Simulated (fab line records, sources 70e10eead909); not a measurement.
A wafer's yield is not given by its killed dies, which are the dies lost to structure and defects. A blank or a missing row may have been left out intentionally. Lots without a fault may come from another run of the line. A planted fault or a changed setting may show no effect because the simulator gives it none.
Which tool is to blame? / flow nand_harc / Sampling: 22 lots, 66 wafers, 5 of 1302 route steps

== WHAT EACH GAUGE READ, for each wafer ==
NHARC_A_CONTACT_INSPECT_44.
lot=L074; measured=day 21 03:12; on=defect_inspect-02; raw_defect_count=63 71 74
lot=L076; measured=day 22 03:26; on=defect_inspect-02; raw_defect_count=19 20 13
lot=L075; measured=day 22 03:08; on=defect_inspect-02; raw_defect_count=168 149 155
lot=L077; measured=day 22 15:46; on=defect_inspect-01; raw_defect_count=96 107 93
lot=L078; measured=day 23 02:02; on=defect_inspect-02; raw_defect_count=54 58 50
lot=L079; measured=day 24 00:29; on=defect_inspect-01; raw_defect_count=91 75 100
lot=L080; measured=day 24 04:26; on=defect_inspect-02; raw_defect_count=122 100 126
lot=L081; measured=day 24 19:34; on=defect_inspect-01; raw_defect_count=61 62 73
lot=L083; measured=day 25 12:22; on=defect_inspect-02; raw_defect_count=141 138 142
lot=L086; measured=day 26 05:14; on=defect_inspect-02; raw_defect_count=16 14 13
lot=L085; measured=day 25 21:17; on=defect_inspect-02; raw_defect_count=93 88 97
lot=L084; measured=day 25 21:05; on=defect_inspect-01; raw_defect_count=49 70 58
lot=L087; measured=day 26 18:43; on=defect_inspect-02; raw_defect_count=93 102 71
lot=L088; measured=day 27 08:13; on=defect_inspect-01; raw_defect_count=83 91 95
lot=L089; measured=day 27 15:20; on=defect_inspect-02; raw_defect_count=99 88 95
lot=L090; measured=day 27 18:16; on=defect_inspect-02; raw_defect_count=25 28 20
lot=L092; measured=day 29 08:11; on=defect_inspect-02; raw_defect_count=86 82 75
lot=L091; measured=day 29 07:04; on=defect_inspect-02; raw_defect_count=116 115 110
lot=L093; measured=day 29 17:20; on=defect_inspect-02; raw_defect_count=33 33 24
lot=L095; measured=day 30 13:05; on=defect_inspect-02; raw_defect_count=12 15 17
lot=L096; measured=day 31 04:11; on=defect_inspect-01; raw_defect_count=60 53 50
lot=L097; measured=day 31 01:28; on=defect_inspect-02; raw_defect_count=107 90 91

== WHAT TOOL EACH LOT RAN ON (gives the tool, then ch and the chambers of the sampled wafers, and finally the start) ==
lot=L074; NHARC_A_STAIRCASE_HM_OPEN_463=rie_diel-04 ch 0,1, day 18 18:08 or earlier; NHARC_A_SGD_CUT_ETCH_58=rie_diel-09 ch 0,2,3, day 18 18:08; NHARC_A_SLIT_ETCH_24=rie_diel-05 ch 0,2, day 19 10:30; NHARC_A_WL_FILL_ETCHBACK_05=rie_metal-03 ch 0,1, day 20 03:32
lot=L076; NHARC_A_STAIRCASE_HM_OPEN_463=rie_diel-01 ch 0,3, day 19 21:43 or earlier; NHARC_A_SGD_CUT_ETCH_58=rie_diel-11 ch 0,3, day 19 21:43; NHARC_A_SLIT_ETCH_24=rie_diel-05 ch 0,3, day 20 13:46; NHARC_A_WL_FILL_ETCHBACK_05=rie_metal-03 ch 0,1, day 21 06:49
lot=L075; NHARC_A_STAIRCASE_HM_OPEN_463=rie_diel-01 ch 2,3, day 19 21:24 or earlier; NHARC_A_SGD_CUT_ETCH_58=rie_diel-09 ch 0,2, day 19 21:24; NHARC_A_SLIT_ETCH_24=rie_diel-03 ch 0,1,2, day 20 12:50; NHARC_A_WL_FILL_ETCHBACK_05=rie_metal-01 ch 0,1, day 21 03:16
lot=L077; NHARC_A_STAIRCASE_HM_OPEN_463=rie_diel-04 ch 0,1,3, day 20 10:13 or earlier; NHARC_A_SGD_CUT_ETCH_58=rie_diel-11 ch 1,2, day 20 10:13; NHARC_A_SLIT_ETCH_24=rie_diel-05 ch 1,3, day 20 22:48; NHARC_A_WL_FILL_ETCHBACK_05=rie_metal-01 ch 1, day 21 16:11
lot=L078; NHARC_A_STAIRCASE_HM_OPEN_463=rie_diel-01 ch 0,3, day 20 20:28 or earlier; NHARC_A_SGD_CUT_ETCH_58=rie_diel-09 ch 1,2,3, day 20 20:28; NHARC_A_SLIT_ETCH_24=rie_diel-02 ch 0,2,3, day 21 11:38; NHARC_A_WL_FILL_ETCHBACK_05=rie_metal-03 ch 0,1, day 22 02:14
lot=L079; NHARC_A_STAIRCASE_HM_OPEN_463=rie_diel-04 ch 0,1,2, day 21 15:37 or earlier; NHARC_A_SGD_CUT_ETCH_58=rie_diel-10 ch 2,3, day 21 15:37; NHARC_A_SLIT_ETCH_24=rie_diel-05 ch 0,2,3, day 22 04:16; NHARC_A_WL_FILL_ETCHBACK_05=rie_metal-01 ch 0, day 23 01:41
lot=L080; NHARC_A_STAIRCASE_HM_OPEN_463=rie_diel-04 ch 0,2, day 21 21:21 or earlier; NHARC_A_SGD_CUT_ETCH_58=rie_diel-10 ch 2,3, day 21 21:21; NHARC_A_SLIT_ETCH_24=rie_diel-03 ch 2,3, day 22 09:23; NHARC_A_WL_FILL_ETCHBACK_05=rie_metal-03 ch 0,1, day 23 04:26
lot=L081; NHARC_A_STAIRCASE_HM_OPEN_463=rie_diel-01 ch 2,3, day 22 12:22 or earlier; NHARC_A_SGD_CUT_ETCH_58=rie_diel-11 ch 0,3, day 22 12:22; NHARC_A_SLIT_ETCH_24=rie_diel-03 ch 0,1,3, day 23 01:37; NHARC_A_WL_FILL_ETCHBACK_05=rie_metal-01 ch 1, day 23 16:02
lot=L083; NHARC_A_STAIRCASE_HM_OPEN_463=rie_diel-01 ch 0,1,2, day 23 08:46 or earlier; NHARC_A_SGD_CUT_ETCH_58=rie_diel-10 ch 0,2, day 23 08:46; NHARC_A_SLIT_ETCH_24=rie_diel-05 ch 0,3, day 23 20:16; NHARC_A_WL_FILL_ETCHBACK_05=rie_metal-01 ch 0,1, day 24 10:43
lot=L086; NHARC_A_STAIRCASE_HM_OPEN_463=rie_diel-07 ch 0,1,3, day 23 23:07 or earlier; NHARC_A_SGD_CUT_ETCH_58=rie_diel-09 ch 0,1,3, day 23 23:07; NHARC_A_SLIT_ETCH_24=rie_diel-02 ch 0,2,3, day 24 11:59; NHARC_A_WL_FILL_ETCHBACK_05=rie_metal-03 ch 0,1, day 25 03:33
lot=L085; NHARC_A_STAIRCASE_HM_OPEN_463=rie_diel-04 ch 1,2,3, day 23 20:29 or earlier; NHARC_A_SGD_CUT_ETCH_58=rie_diel-10 ch 1,2,3, day 23 20:29; NHARC_A_SLIT_ETCH_24=rie_diel-02 ch 0,1,2, day 24 09:19; NHARC_A_WL_FILL_ETCHBACK_05=rie_metal-03 ch 0,1, day 24 22:49
lot=L084; NHARC_A_STAIRCASE_HM_OPEN_463=rie_diel-04 ch 1,2,3, day 23 20:53 or earlier; NHARC_A_SGD_CUT_ETCH_58=rie_diel-11 ch 0,1,2, day 23 20:53; NHARC_A_SLIT_ETCH_24=rie_diel-05 ch 0,1,3, day 24 08:16; NHARC_A_WL_FILL_ETCHBACK_05=rie_metal-02 ch 0,1, day 24 22:44
lot=L087; NHARC_A_STAIRCASE_HM_OPEN_463=rie_diel-07 ch 0,1, day 24 15:35 or earlier; NHARC_A_SGD_CUT_ETCH_58=rie_diel-10 ch 1,2,3, day 24 15:35; NHARC_A_SLIT_ETCH_24=rie_diel-05 ch 0,1, day 25 04:53; NHARC_A_WL_FILL_ETCHBACK_05=rie_metal-02 ch 0,1, day 25 19:20
lot=L088; NHARC_A_STAIRCASE_HM_OPEN_463=rie_diel-07 ch 0,2,3, day 25 03:35 or earlier; NHARC_A_SGD_CUT_ETCH_58=rie_diel-10 ch 0,1,2, day 25 03:35; NHARC_A_SLIT_ETCH_24=rie_diel-03 ch 1,2, day 25 18:11; NHARC_A_WL_FILL_ETCHBACK_05=rie_metal-02 ch 0,1, day 26 09:15
lot=L089; NHARC_A_STAIRCASE_HM_OPEN_463=rie_diel-01 ch 0,2,3, day 25 11:40 or earlier; NHARC_A_SGD_CUT_ETCH_58=rie_diel-10 ch 1,2,3, day 25 11:40; NHARC_A_SLIT_ETCH_24=rie_diel-02 ch 0,1,3, day 26 01:09; NHARC_A_WL_FILL_ETCHBACK_05=rie_metal-03 ch 0,1, day 26 15:40
lot=L090; NHARC_A_STAIRCASE_HM_OPEN_463=rie_diel-01 ch 1,2,3, day 25 14:44 or earlier; NHARC_A_SGD_CUT_ETCH_58=rie_diel-11 ch 1,3, day 25 14:44; NHARC_A_SLIT_ETCH_24=rie_diel-05 ch 0,2, day 26 02:47; NHARC_A_WL_FILL_ETCHBACK_05=rie_metal-02 ch 0,1, day 26 18:35
lot=L092; NHARC_A_STAIRCASE_HM_OPEN_463=rie_diel-01 ch 0,1,2, day 27 02:40 or earlier; NHARC_A_SGD_CUT_ETCH_58=rie_diel-09 ch 0,2,3, day 27 02:40; NHARC_A_SLIT_ETCH_24=rie_diel-02 ch 1,2,3, day 27 14:29; NHARC_A_WL_FILL_ETCHBACK_05=rie_metal-01 ch 0,1, day 28 08:26
lot=L091; NHARC_A_STAIRCASE_HM_OPEN_463=rie_diel-01 ch 1,3, day 27 02:32 or earlier; NHARC_A_SGD_CUT_ETCH_58=rie_diel-11 ch 1,3, day 27 02:32; NHARC_A_SLIT_ETCH_24=rie_diel-05 ch 0,2, day 27 14:39; NHARC_A_WL_FILL_ETCHBACK_05=rie_metal-03 ch 0, day 28 08:50
lot=L093; NHARC_A_STAIRCASE_HM_OPEN_463=rie_diel-01 ch 0,1, day 27 14:10 or earlier; NHARC_A_SGD_CUT_ETCH_58=rie_diel-11 ch 0,1,2, day 27 14:10; NHARC_A_SLIT_ETCH_24=rie_diel-02 ch 1,3, day 28 02:15; NHARC_A_WL_FILL_ETCHBACK_05=rie_metal-03 ch 1, day 28 18:52
lot=L095; NHARC_A_STAIRCASE_HM_OPEN_463=rie_diel-07 ch 1,2,3, day 28 12:31 or earlier; NHARC_A_SGD_CUT_ETCH_58=rie_diel-11 ch 0,1, day 28 12:31; NHARC_A_SLIT_ETCH_24=rie_diel-03 ch 2,3, day 29 00:10; NHARC_A_WL_FILL_ETCHBACK_05=rie_metal-01 ch 1, day 29 14:34
lot=L096; NHARC_A_STAIRCASE_HM_OPEN_463=rie_diel-07 ch 1,2,3, day 28 20:46 or earlier; NHARC_A_SGD_CUT_ETCH_58=rie_diel-10 ch 1,2, day 28 20:46; NHARC_A_SLIT_ETCH_24=rie_diel-05 ch 0,2,3, day 29 12:04; NHARC_A_WL_FILL_ETCHBACK_05=rie_metal-02 ch 0,1, day 30 03:23
lot=L097; NHARC_A_STAIRCASE_HM_OPEN_463=rie_diel-01 ch 0,1,3, day 28 20:30 or earlier; NHARC_A_SGD_CUT_ETCH_58=rie_diel-11 ch 1,3, day 28 20:30; NHARC_A_SLIT_ETCH_24=rie_diel-03 ch 2,3, day 29 12:39; NHARC_A_WL_FILL_ETCHBACK_05=rie_metal-01 ch 0,1, day 30 03:14
- NHARC_A_STAIRCASE_HM_OPEN_463: chemistry O2/COS.
- NHARC_A_SGD_CUT_ETCH_58: etches the open film in CF4, target depth 39 nm, time 65 s.
- NHARC_A_SLIT_ETCH_24: etches the open film in CF4/CHF3, target depth 121 nm, time 60.5 s.
- NHARC_A_WL_FILL_ETCHBACK_05: etches the open film in Cl2/BCl3, target depth 22 nm, time 60 s.

== AS READ BY THE TOOLS THEMSELVES (means over the sampled wafers that have a number; for cases with no such wafer, the mark the record gives instead) ==
NHARC_A_STAIRCASE_HM_OPEN_463.
lot=L074; tool=rie_diel-04; drypump_motor_current_A (A)=5.7; oes_product_au (a.u.)=1.000; rf_vpp_V (V)=471.1; showerhead_plenum_p_Torr (Torr)=3.30; throttle_valve_pct (%)=28.336
lot=L076; tool=rie_diel-01; drypump_motor_current_A (A)=6.1; oes_product_au (a.u.)=1.008; rf_vpp_V (V)=466.5; showerhead_plenum_p_Torr (Torr)=3.09; throttle_valve_pct (%)=28.334
lot=L075; tool=rie_diel-01; drypump_motor_current_A (A)=6.1; oes_product_au (a.u.)=1.009; rf_vpp_V (V)=466.7; showerhead_plenum_p_Torr (Torr)=3.12; throttle_valve_pct (%)=28.334
lot=L077; tool=rie_diel-04; drypump_motor_current_A (A)=5.6; oes_product_au (a.u.)=1.007; rf_vpp_V (V)=469.3; showerhead_plenum_p_Torr (Torr)=3.25; throttle_valve_pct (%)=28.333
lot=L078; tool=rie_diel-01; drypump_motor_current_A (A)=5.9; oes_product_au (a.u.)=1.015; rf_vpp_V (V)=466.2; showerhead_plenum_p_Torr (Torr)=3.05; throttle_valve_pct (%)=28.329
lot=L079; tool=rie_diel-04; drypump_motor_current_A (A)=5.7; oes_product_au (a.u.)=0.998; rf_vpp_V (V)=469.9; showerhead_plenum_p_Torr (Torr)=3.25; throttle_valve_pct (%)=28.327
lot=L080; tool=rie_diel-04; drypump_motor_current_A (A)=5.7; oes_product_au (a.u.)=0.991; rf_vpp_V (V)=468.8; showerhead_plenum_p_Torr (Torr)=3.21; throttle_valve_pct (%)=28.330
lot=L081; tool=rie_diel-01; drypump_motor_current_A (A)=6.1; oes_product_au (a.u.)=1.010; rf_vpp_V (V)=467.2; showerhead_plenum_p_Torr (Torr)=3.11; throttle_valve_pct (%)=28.337
lot=L083; tool=rie_diel-01; drypump_motor_current_A (A)=5.9; oes_product_au (a.u.)=1.006; rf_vpp_V (V)=464.2; showerhead_plenum_p_Torr (Torr)=3.01; throttle_valve_pct (%)=28.340
lot=L086; tool=rie_diel-07; drypump_motor_current_A (A)=5.5; oes_product_au (a.u.)=1.005; rf_vpp_V (V)=470.7; showerhead_plenum_p_Torr (Torr)=3.28; throttle_valve_pct (%)=28.322
lot=L085; tool=rie_diel-04; drypump_motor_current_A (A)=5.6; oes_product_au (a.u.)=1.004; rf_vpp_V (V)=469.0; showerhead_plenum_p_Torr (Torr)=3.19; throttle_valve_pct (%)=28.333
lot=L084; tool=rie_diel-04; drypump_motor_current_A (A)=5.6; oes_product_au (a.u.)=1.005; rf_vpp_V (V)=468.1; showerhead_plenum_p_Torr (Torr)=3.19; throttle_valve_pct (%)=28.335
lot=L087; tool=rie_diel-07; drypump_motor_current_A (A)=5.6; oes_product_au (a.u.)=1.011; rf_vpp_V (V)=470.6; showerhead_plenum_p_Torr (Torr)=3.28; throttle_valve_pct (%)=28.321
lot=L088; tool=rie_diel-07; drypump_motor_current_A (A)=5.3; oes_product_au (a.u.)=0.993; rf_vpp_V (V)=467.6; showerhead_plenum_p_Torr (Torr)=3.17; throttle_valve_pct (%)=28.334
lot=L089; tool=rie_diel-01; drypump_motor_current_A (A)=5.9; oes_product_au (a.u.)=1.010; rf_vpp_V (V)=466.2; showerhead_plenum_p_Torr (Torr)=3.07; throttle_valve_pct (%)=28.330
lot=L090; tool=rie_diel-01; drypump_motor_current_A (A)=6.1; oes_product_au (a.u.)=0.997; rf_vpp_V (V)=465.7; showerhead_plenum_p_Torr (Torr)=3.03; throttle_valve_pct (%)=28.330
lot=L092; tool=rie_diel-01; drypump_motor_current_A (A)=5.9; oes_product_au (a.u.)=1.006; rf_vpp_V (V)=468.3; showerhead_plenum_p_Torr (Torr)=3.16; throttle_valve_pct (%)=28.339
lot=L091; tool=rie_diel-01; drypump_motor_current_A (A)=6.3; oes_product_au (a.u.)=1.001; rf_vpp_V (V)=470.5; showerhead_plenum_p_Torr (Torr)=3.28; throttle_valve_pct (%)=28.335
lot=L093; tool=rie_diel-01; drypump_motor_current_A (A)=5.9; oes_product_au (a.u.)=1.008; rf_vpp_V (V)=466.1; showerhead_plenum_p_Torr (Torr)=3.12; throttle_valve_pct (%)=28.334
lot=L095; tool=rie_diel-07; drypump_motor_current_A (A)=5.5; oes_product_au (a.u.)=1.000; rf_vpp_V (V)=468.6; showerhead_plenum_p_Torr (Torr)=3.19; throttle_valve_pct (%)=28.337
lot=L096; tool=rie_diel-07; drypump_motor_current_A (A)=5.5; oes_product_au (a.u.)=1.001; rf_vpp_V (V)=468.9; showerhead_plenum_p_Torr (Torr)=3.19; throttle_valve_pct (%)=28.335
lot=L097; tool=rie_diel-01; drypump_motor_current_A (A)=6.1; oes_product_au (a.u.)=1.010; rf_vpp_V (V)=467.9; showerhead_plenum_p_Torr (Torr)=3.15; throttle_valve_pct (%)=28.321

NHARC_A_SGD_CUT_ETCH_58.
lot=L074; tool=rie_diel-09; drypump_motor_current_A (A)=5.77; oes_product_au (a.u.)=0.999; rf_vpp_V (V)=151.1; showerhead_plenum_p_Torr (Torr)=1.80; throttle_valve_pct (%)=13.281
lot=L076; tool=rie_diel-11; drypump_motor_current_A (A)=5.76; oes_product_au (a.u.)=1.001; rf_vpp_V (V)=150.2; showerhead_plenum_p_Torr (Torr)=1.72; throttle_valve_pct (%)=13.282
lot=L075; tool=rie_diel-09; drypump_motor_current_A (A)=5.59; oes_product_au (a.u.)=1.012; rf_vpp_V (V)=151.0; showerhead_plenum_p_Torr (Torr)=1.79; throttle_valve_pct (%)=13.288
lot=L077; tool=rie_diel-11; drypump_motor_current_A (A)=5.48; oes_product_au (a.u.)=1.013; rf_vpp_V (V)=152.4; showerhead_plenum_p_Torr (Torr)=1.82; throttle_valve_pct (%)=13.286
lot=L078; tool=rie_diel-09; drypump_motor_current_A (A)=5.82; oes_product_au (a.u.)=1.005; rf_vpp_V (V)=150.3; showerhead_plenum_p_Torr (Torr)=1.75; throttle_valve_pct (%)=13.288
lot=L079; tool=rie_diel-10; drypump_motor_current_A (A)=5.61; oes_product_au (a.u.)=0.998; rf_vpp_V (V)=150.8; showerhead_plenum_p_Torr (Torr)=1.73; throttle_valve_pct (%)=13.281
lot=L080; tool=rie_diel-10; drypump_motor_current_A (A)=5.69; oes_product_au (a.u.)=1.003; rf_vpp_V (V)=151.1; showerhead_plenum_p_Torr (Torr)=1.73; throttle_valve_pct (%)=13.291
lot=L081; tool=rie_diel-11; drypump_motor_current_A (A)=5.90; oes_product_au (a.u.)=0.981; rf_vpp_V (V)=149.9; showerhead_plenum_p_Torr (Torr)=1.69; throttle_valve_pct (%)=13.286
lot=L083; tool=rie_diel-10; drypump_motor_current_A (A)=5.49; oes_product_au (a.u.)=1.005; rf_vpp_V (V)=150.7; showerhead_plenum_p_Torr (Torr)=1.76; throttle_valve_pct (%)=13.290
lot=L086; tool=rie_diel-09; drypump_motor_current_A (A)=5.61; oes_product_au (a.u.)=1.007; rf_vpp_V (V)=150.6; showerhead_plenum_p_Torr (Torr)=1.76; throttle_valve_pct (%)=13.286
lot=L085; tool=rie_diel-10; drypump_motor_current_A (A)=5.47; oes_product_au (a.u.)=1.004; rf_vpp_V (V)=150.2; showerhead_plenum_p_Torr (Torr)=1.71; throttle_valve_pct (%)=13.280
lot=L084; tool=rie_diel-11; drypump_motor_current_A (A)=5.49; oes_product_au (a.u.)=0.997; rf_vpp_V (V)=151.5; showerhead_plenum_p_Torr (Torr)=1.78; throttle_valve_pct (%)=13.284
lot=L087; tool=rie_diel-10; drypump_motor_current_A (A)=5.47; oes_product_au (a.u.)=1.002; rf_vpp_V (V)=151.1; showerhead_plenum_p_Torr (Torr)=1.71; throttle_valve_pct (%)=13.279
lot=L088; tool=rie_diel-10; drypump_motor_current_A (A)=5.30; oes_product_au (a.u.)=1.006; rf_vpp_V (V)=151.8; showerhead_plenum_p_Torr (Torr)=1.75; throttle_valve_pct (%)=13.285
lot=L089; tool=rie_diel-10; drypump_motor_current_A (A)=5.46; oes_product_au (a.u.)=1.005; rf_vpp_V (V)=150.2; showerhead_plenum_p_Torr (Torr)=1.71; throttle_valve_pct (%)=13.292
lot=L090; tool=rie_diel-11; drypump_motor_current_A (A)=5.73; oes_product_au (a.u.)=1.014; rf_vpp_V (V)=150.9; showerhead_plenum_p_Torr (Torr)=1.80; throttle_valve_pct (%)=13.277
lot=L092; tool=rie_diel-09; drypump_motor_current_A (A)=5.78; oes_product_au (a.u.)=1.004; rf_vpp_V (V)=152.9; showerhead_plenum_p_Torr (Torr)=1.80; throttle_valve_pct (%)=13.286
lot=L091; tool=rie_diel-11; drypump_motor_current_A (A)=5.88; oes_product_au (a.u.)=0.996; rf_vpp_V (V)=150.6; showerhead_plenum_p_Torr (Torr)=1.73; throttle_valve_pct (%)=13.287
lot=L093; tool=rie_diel-11; drypump_motor_current_A (A)=5.47; oes_product_au (a.u.)=1.008; rf_vpp_V (V)=151.5; showerhead_plenum_p_Torr (Torr)=1.77; throttle_valve_pct (%)=13.291
lot=L095; tool=rie_diel-11; drypump_motor_current_A (A)=5.58; oes_product_au (a.u.)=0.992; rf_vpp_V (V)=151.2; showerhead_plenum_p_Torr (Torr)=1.77; throttle_valve_pct (%)=13.276
lot=L096; tool=rie_diel-10; drypump_motor_current_A (A)=5.24; oes_product_au (a.u.)=1.011; rf_vpp_V (V)=149.6; showerhead_plenum_p_Torr (Torr)=1.70; throttle_valve_pct (%)=13.287
lot=L097; tool=rie_diel-11; drypump_motor_current_A (A)=5.73; oes_product_au (a.u.)=0.993; rf_vpp_V (V)=151.2; showerhead_plenum_p_Torr (Torr)=1.80; throttle_valve_pct (%)=13.284

NHARC_A_SLIT_ETCH_24.
lot=L074; tool=rie_diel-05; drypump_motor_current_A (A)=5.4; oes_product_au (a.u.)=0.941; rf_vpp_V (V)=372.5; showerhead_plenum_p_Torr (Torr)=1.62; throttle_valve_pct (%)=16.789
lot=L076; tool=rie_diel-05; drypump_motor_current_A (A)=5.5; oes_product_au (a.u.)=0.928; rf_vpp_V (V)=372.2; showerhead_plenum_p_Torr (Torr)=1.65; throttle_valve_pct (%)=16.793
lot=L075; tool=rie_diel-03; drypump_motor_current_A (A)=5.8; oes_product_au (a.u.)=0.968; rf_vpp_V (V)=371.0; showerhead_plenum_p_Torr (Torr)=1.58; throttle_valve_pct (%)=16.794
lot=L077; tool=rie_diel-05; drypump_motor_current_A (A)=5.9; oes_product_au (a.u.)=0.968; rf_vpp_V (V)=372.0; showerhead_plenum_p_Torr (Torr)=1.62; throttle_valve_pct (%)=16.805
lot=L078; tool=rie_diel-02; drypump_motor_current_A (A)=5.3; oes_product_au (a.u.)=0.973; rf_vpp_V (V)=368.7; showerhead_plenum_p_Torr (Torr)=1.54; throttle_valve_pct (%)=16.799
lot=L079; tool=rie_diel-05; drypump_motor_current_A (A)=5.7; oes_product_au (a.u.)=0.963; rf_vpp_V (V)=371.6; showerhead_plenum_p_Torr (Torr)=1.60; throttle_valve_pct (%)=16.805
lot=L080; tool=rie_diel-03; drypump_motor_current_A (A)=6.0; oes_product_au (a.u.)=0.969; rf_vpp_V (V)=371.4; showerhead_plenum_p_Torr (Torr)=1.59; throttle_valve_pct (%)=16.806
lot=L081; tool=rie_diel-03; drypump_motor_current_A (A)=5.5; oes_product_au (a.u.)=0.955; rf_vpp_V (V)=371.0; showerhead_plenum_p_Torr (Torr)=1.58; throttle_valve_pct (%)=16.807
lot=L083; tool=rie_diel-05; drypump_motor_current_A (A)=5.5; oes_product_au (a.u.)=0.955; rf_vpp_V (V)=373.1; showerhead_plenum_p_Torr (Torr)=1.65; throttle_valve_pct (%)=16.795
lot=L086; tool=rie_diel-02; drypump_motor_current_A (A)=5.3; oes_product_au (a.u.)=0.968; rf_vpp_V (V)=369.1; showerhead_plenum_p_Torr (Torr)=1.53; throttle_valve_pct (%)=16.790
lot=L085; tool=rie_diel-02; drypump_motor_current_A (A)=5.5; oes_product_au (a.u.)=0.928; rf_vpp_V (V)=369.5; showerhead_plenum_p_Torr (Torr)=1.54; throttle_valve_pct (%)=16.810
lot=L084; tool=rie_diel-05; drypump_motor_current_A (A)=5.7; oes_product_au (a.u.)=0.971; rf_vpp_V (V)=373.0; showerhead_plenum_p_Torr (Torr)=1.64; throttle_valve_pct (%)=16.808
lot=L087; tool=rie_diel-05; drypump_motor_current_A (A)=5.3; oes_product_au (a.u.)=0.958; rf_vpp_V (V)=373.2; showerhead_plenum_p_Torr (Torr)=1.64; throttle_valve_pct (%)=16.797
lot=L088; tool=rie_diel-03; drypump_motor_current_A (A)=6.1; oes_product_au (a.u.)=0.933; rf_vpp_V (V)=369.1; showerhead_plenum_p_Torr (Torr)=1.53; throttle_valve_pct (%)=16.809
lot=L089; tool=rie_diel-02; drypump_motor_current_A (A)=5.5; oes_product_au (a.u.)=0.960; rf_vpp_V (V)=370.5; showerhead_plenum_p_Torr (Torr)=1.57; throttle_valve_pct (%)=16.802
lot=L090; tool=rie_diel-05; drypump_motor_current_A (A)=5.3; oes_product_au (a.u.)=0.963; rf_vpp_V (V)=372.2; showerhead_plenum_p_Torr (Torr)=1.62; throttle_valve_pct (%)=16.799
lot=L092; tool=rie_diel-02; drypump_motor_current_A (A)=5.4; oes_product_au (a.u.)=0.960; rf_vpp_V (V)=370.5; showerhead_plenum_p_Torr (Torr)=1.58; throttle_valve_pct (%)=16.800
lot=L091; tool=rie_diel-05; drypump_motor_current_A (A)=5.4; oes_product_au (a.u.)=0.969; rf_vpp_V (V)=372.5; showerhead_plenum_p_Torr (Torr)=1.61; throttle_valve_pct (%)=16.803
lot=L093; tool=rie_diel-02; drypump_motor_current_A (A)=5.5; oes_product_au (a.u.)=0.973; rf_vpp_V (V)=372.5; showerhead_plenum_p_Torr (Torr)=1.62; throttle_valve_pct (%)=16.798
lot=L095; tool=rie_diel-03; drypump_motor_current_A (A)=6.0; oes_product_au (a.u.)=0.958; rf_vpp_V (V)=372.0; showerhead_plenum_p_Torr (Torr)=1.59; throttle_valve_pct (%)=16.806
lot=L096; tool=rie_diel-05; drypump_motor_current_A (A)=5.7; oes_product_au (a.u.)=0.967; rf_vpp_V (V)=371.2; showerhead_plenum_p_Torr (Torr)=1.60; throttle_valve_pct (%)=16.800
lot=L097; tool=rie_diel-03; drypump_motor_current_A (A)=5.6; oes_product_au (a.u.)=0.962; rf_vpp_V (V)=370.7; showerhead_plenum_p_Torr (Torr)=1.59; throttle_valve_pct (%)=16.806

NHARC_A_WL_FILL_ETCHBACK_05.
lot=L074; tool=rie_metal-03; drypump_motor_current_A (A)=5.4; oes_product_au (a.u.)=1.007
lot=L076; tool=rie_metal-03; drypump_motor_current_A (A)=5.5; oes_product_au (a.u.)=1.005
lot=L075; tool=rie_metal-01; drypump_motor_current_A (A)=6.3; oes_product_au (a.u.)=1.000
lot=L077; tool=rie_metal-01; drypump_motor_current_A (A)=6.1; oes_product_au (a.u.)=1.008
lot=L078; tool=rie_metal-03; drypump_motor_current_A (A)=5.2; oes_product_au (a.u.)=1.013
lot=L079; tool=rie_metal-01; drypump_motor_current_A (A)=6.4; oes_product_au (a.u.)=0.994
lot=L080; tool=rie_metal-03; drypump_motor_current_A (A)=5.2; oes_product_au (a.u.)=1.002
lot=L081; tool=rie_metal-01; drypump_motor_current_A (A)=6.1; oes_product_au (a.u.)=1.008
lot=L083; tool=rie_metal-01; drypump_motor_current_A (A)=6.3; oes_product_au (a.u.)=0.997
lot=L086; tool=rie_metal-03; drypump_motor_current_A (A)=5.2; oes_product_au (a.u.)=0.999
lot=L085; tool=rie_metal-03; drypump_motor_current_A (A)=5.2; oes_product_au (a.u.)=0.998
lot=L084; tool=rie_metal-02; drypump_motor_current_A (A)=5.5; oes_product_au (a.u.)=1.014
lot=L087; tool=rie_metal-02; drypump_motor_current_A (A)=5.9; oes_product_au (a.u.)=0.999
lot=L088; tool=rie_metal-02; drypump_motor_current_A (A)=5.9; oes_product_au (a.u.)=1.002
lot=L089; tool=rie_metal-03; drypump_motor_current_A (A)=5.2; oes_product_au (a.u.)=0.989
lot=L090; tool=rie_metal-02; drypump_motor_current_A (A)=5.5; oes_product_au (a.u.)=1.000
lot=L092; tool=rie_metal-01; drypump_motor_current_A (A)=6.3; oes_product_au (a.u.)=1.011
lot=L091; tool=rie_metal-03; drypump_motor_current_A (A)=5.7; oes_product_au (a.u.)=0.991
lot=L093; tool=rie_metal-03; drypump_motor_current_A (A)=5.0; oes_product_au (a.u.)=0.991
lot=L095; tool=rie_metal-01; drypump_motor_current_A (A)=6.0; oes_product_au (a.u.)=1.016
lot=L096; tool=rie_metal-02; drypump_motor_current_A (A)=5.9; oes_product_au (a.u.)=0.995
lot=L097; tool=rie_metal-01; drypump_motor_current_A (A)=6.3; oes_product_au (a.u.)=1.010

== THE ANSWER, worked out from the rows above alone ==
Rule: the usual values come from the lots themselves. Put in order of their means at a reading, lots are off if they are a third of the lots or fewer, leave a main group of 4 or more, and stand apart from it by a gap of 3 or more times the standard deviation of the main group's means; of several such gaps the widest counts. A main group whose means are all the same, to the digits that the tables above print for the reading, isn't used. Also off: a lot with no number at a reading for which 4 or more lots have one. The other lots that the step has rows for count as sound. The gauges are gone through in route order, then the tools' own readings, and for those a lot's mean is taken as printed above. At the first step where some lot is off, the reading lying furthest off is the one used; lots without a number count as furthest.
Nothing can be told from this: no lot is off at any reading shown.

== WHAT HAD BEEN PUT IN BY THE SIMULATOR ==
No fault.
